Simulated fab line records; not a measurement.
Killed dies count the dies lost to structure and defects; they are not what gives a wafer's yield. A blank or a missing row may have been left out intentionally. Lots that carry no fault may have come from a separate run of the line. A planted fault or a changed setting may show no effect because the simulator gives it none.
A single fault, viewed from 3 desks ; flow n5Finfet ; what lay behind the numbers comes last; until then each desk has only its own

== FROM THE METROLOGY DESK ==
What the gauges read for every lot (on any tool): the sampled wafers with a number, averaged. The brackets show how far a lot's mean lies from the usual mean; more than 4 standard deviations puts the lot out of limits, marked OUT. Of its 10 readings 7 are shown: those that lie furthest out on some lot.
Columns: A = DIBL_N at N5_BEOL_M4_RC_MEAS_101, usual 36.4 mV/V; B = IOFF_N at N5_BEOL_M4_RC_MEAS_101, usual 0.154 nA/um; C = ION_N at N5_BEOL_M4_RC_MEAS_101, usual 671 uA/um; D = ION_P at N5_BEOL_M4_RC_MEAS_101, usual 460 uA/um; E = SS_P at N5_BEOL_M4_RC_MEAS_101, usual 73.4 mV/dec; F = VT_N at N5_BEOL_M4_RC_MEAS_101, usual 250.9 mV; G = VT_P at N5_BEOL_M4_RC_MEAS_101, usual -251.4 mV
lot;first seen here;A;B;C;D;E;F;G
L694;day 8 07:36;36.7;0.155;665;455;73.9;251.9;-254.0
L698;day 9 13:07;36.7;0.160;682;467;73.7;248.3;-248.3
L700;day 10 06:40;35.8;0.143;667;466;73.7;251.7;-249.4
L706;day 11 21:34;35.3;0.150;689;471;73.8;247.1;-252.5
L709;day 12 04:25;34.8;0.125;655;449;72.9;256.1;-255.7
L710;day 12 06:35;37.5;0.167;668;458;73.3;250.9;-250.0
L712;day 13 07:52;37.3;0.181;675;460;73.9;247.0;-248.2
L715;day 13 17:35;36.9;0.178;677;458;73.7;247.2;-251.3
L714;day 13 22:59;35.0;0.136;671;463;72.5;251.7;-249.5
This desk's finding: nothing out of limits on any of the 9 lots.

== THE TOOL OWNER'S DESK: pecvd-01 ==
The tool's own readings at N5_SDB_HM_DEP_00 (deposits SiNx from SiH4/NH3/N2, target thk 40 nm, time 35.3 s): means of the sampled wafers that have a number, for each lot that ran on this tool. The brackets show how far a lot's mean lies from the usual mean; more than 4 standard deviations puts the lot out of limits, marked OUT.
Columns: A = chamberPressureTorr at N5_SDB_HM_DEP_00, usual 1.500 Torr; B = heaterPowerW at N5_SDB_HM_DEP_00, usual 766 W; C = showerheadPlenumPTorr at N5_SDB_HM_DEP_00, usual 5.14 Torr; D = throttleValvePct at N5_SDB_HM_DEP_00, usual 40.8 %
lot;first seen here;A;B;C;D
L694;day 4 05:20;1.503;715;5.10;42.3
L698;day 5 09:43;1.499;717;5.12;43.1
L700;day 5 18:46;1.505;773;5.13;43.2
L706;day 7 08:12;1.498;720;5.17;44.9
L709;day 7 22:36;1.498;764;5.14;43.5
This desk's finding: nothing out of limits on any of the 5 lots.

== THE DEFECT DESK ==
Counts from the inspections along the route, per lot, as means over the sampled wafers that have a number. The brackets show how far a lot's mean lies from the usual mean; more than 4 standard deviations puts the lot out of limits, marked OUT.
Columns: A = rawDefectCount at N5_SDB_INSPECT_13, usual 77; B = rawDefectCount at N5_SDB_INSPECT_36, usual 39
lot;first seen here;A;B
L694;day 4 05:43;38;27
L698;day 5 10:14;83;31
L700;day 5 19:16;65;50
L706;day 7 08:42;66;26
L709;day 7 23:06;64;28
L710;day 8 05:31;131;29
L712;day 8 23:16;64;60
L714;day 9 16:50;74;35
L715;day 9 19:20;75;33
This desk's finding: nothing out of limits on any of the 9 lots.

== PUT TOGETHER ==
Nothing out of limits was seen by the metrology desk.
Nothing out of limits was seen by the tool owner's desk.
The defect desk saw nothing out of limits.

== WHAT THE SIMULATOR PUT IN ==
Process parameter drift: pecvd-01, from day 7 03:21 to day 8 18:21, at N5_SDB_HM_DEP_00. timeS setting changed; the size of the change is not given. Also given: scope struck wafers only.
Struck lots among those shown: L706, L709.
